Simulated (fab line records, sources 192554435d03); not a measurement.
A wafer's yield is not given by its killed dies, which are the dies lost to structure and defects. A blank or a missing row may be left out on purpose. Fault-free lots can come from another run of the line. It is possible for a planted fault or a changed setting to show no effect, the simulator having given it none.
Matching of chambers | flow n5Finfet | rieDiel-06 running N5_BEOL_M9_ETCH_61: 4 sister chambers
The step etches SiARC in CF4, target depth 39 nm, time 65 s. 27 wafers are shown with their chamber, then 12 later ones without.

== WAFERS PAIRED WITH THEIR CHAMBERS ==
wafer  | chamber | showerheadPlenumPTorr (Torr) | throttleValvePct (%) | drypumpMotorCurrentA (A)
L077.3 | 2       | 2.14                         | 16.03                | 5.2
L077.4 | 3       | 2.26                         | 15.68                | 5.3
L077.6 | 2       | 2.14                         | 16.04                | 5.2
L078.2 | 3       | 2.26                         | 15.67                | 5.3
L078.4 | 2       | 2.13                         | 16.04                | 5.2
L078.5 | 2       | 2.13                         | 16.03                | 5.3
L079.3 | 3       | 2.26                         | 15.68                | 5.3
L079.4 | 0       | 2.08                         | 15.60                | 5.8
L079.6 | 0       | 2.08                         | 15.59                | 5.7
L082.1 | 0       | 2.08                         | 15.59                | 5.8
L082.4 | 2       | 2.13                         | 16.04                | 5.2
L082.5 | 0       | 2.08                         | 15.61                | 5.8
L083.1 | 1       | 2.16                         | 15.13                | 5.9
L083.2 | 2       | 2.13                         | 16.05                | 5.2
L083.5 | 2       | 2.13                         | 16.07                | 5.2
L084.1 | 1       | 2.16                         | 15.12                | 5.9
L084.5 | 0       | 2.08                         | 15.64                | 5.8
L084.6 | 3       | 2.26                         | 15.72                | 5.3
L088.2 | 0       | 2.08                         | 15.64                | 5.8
L088.5 | 1       | 2.16                         | 15.14                | 5.9
L088.6 | 2       | 2.13                         | 16.07                | 5.2
L090.2 | 3       | 2.26                         | 15.72                | 5.3
L090.3 | 1       | 2.16                         | 15.14                | 5.9
L090.4 | 2       | 2.13                         | 16.08                | 5.2
L087.1 | 3       | 2.26                         | 15.72                | 5.3
L087.2 | 0       | 2.08                         | 15.64                | 5.7
L087.6 | 0       | 2.08                         | 15.65                | 5.8

SIGNATURES, as means of the wafers listed above
reading               | chamber 0 | chamber 1 | chamber 2 | chamber 3 | scatter within a chamber
showerheadPlenumPTorr | 2.0800    | 2.1600    | 2.1322    | 2.2600    | 0.0026
throttleValvePct      | 15.6200   | 15.1325   | 16.0500   | 15.6983   | 0.0212
drypumpMotorCurrentA  | 5.775     | 5.900     | 5.211     | 5.300     | 0.0322
Rule: for a wafer and a chamber, the distance is found by dividing, reading by reading, the gap between the wafer's reading and the chamber's mean by the reading's scatter, squaring, summing and taking the root. If the next closest chamber is less than 2 further off than the closest, the wafer can't be placed; otherwise it belongs to the closest. The scatter is the square root of a quotient: the sum, over the shown wafers, of each reading's squared deviation from its chamber's mean, divided by wafers minus chambers.

== WAFERS MISSING THEIR CHAMBER ==
wafer  | showerheadPlenumPTorr (Torr) | throttleValvePct (%) | drypumpMotorCurrentA (A)
L089.3 | 2.25                         | 15.72                | 5.3
L089.4 | 2.08                         | 15.63                | 5.8
L089.5 | 2.08                         | 15.64                | 5.8
L092.2 | 2.07                         | 15.65                | 5.8
L092.5 | 2.16                         | 15.16                | 5.9
L092.6 | 2.07                         | 15.65                | 5.8
L093.1 | 2.07                         | 15.67                | 5.8
L093.2 | 2.16                         | 15.14                | 5.9
L093.3 | 2.25                         | 15.72                | 5.3
L096.1 | 2.25                         | 15.73                | 5.3
L096.2 | 2.07                         | 15.67                | 5.8
L096.4 | 2.12                         | 15.61                | 5.2

== WHICH CHAMBER EACH WENT THROUGH ==
wafer  | from the rows above | in truth
L089.3 | 3                   | 3
L089.4 | 0                   | 0
L089.5 | 0                   | 0
L092.2 | 0                   | 0
L092.5 | 1                   | 1
L092.6 | 0                   | 0
L093.1 | 0                   | 0
L093.2 | 1                   | 1
L093.3 | 3                   | 3
L096.1 | 3                   | 3
L096.2 | 0                   | 0
L096.4 | 2                   | 2
Correct placement for 12 of the 12. Number that these rows cannot place: 0. Number placed wrongly: 0.
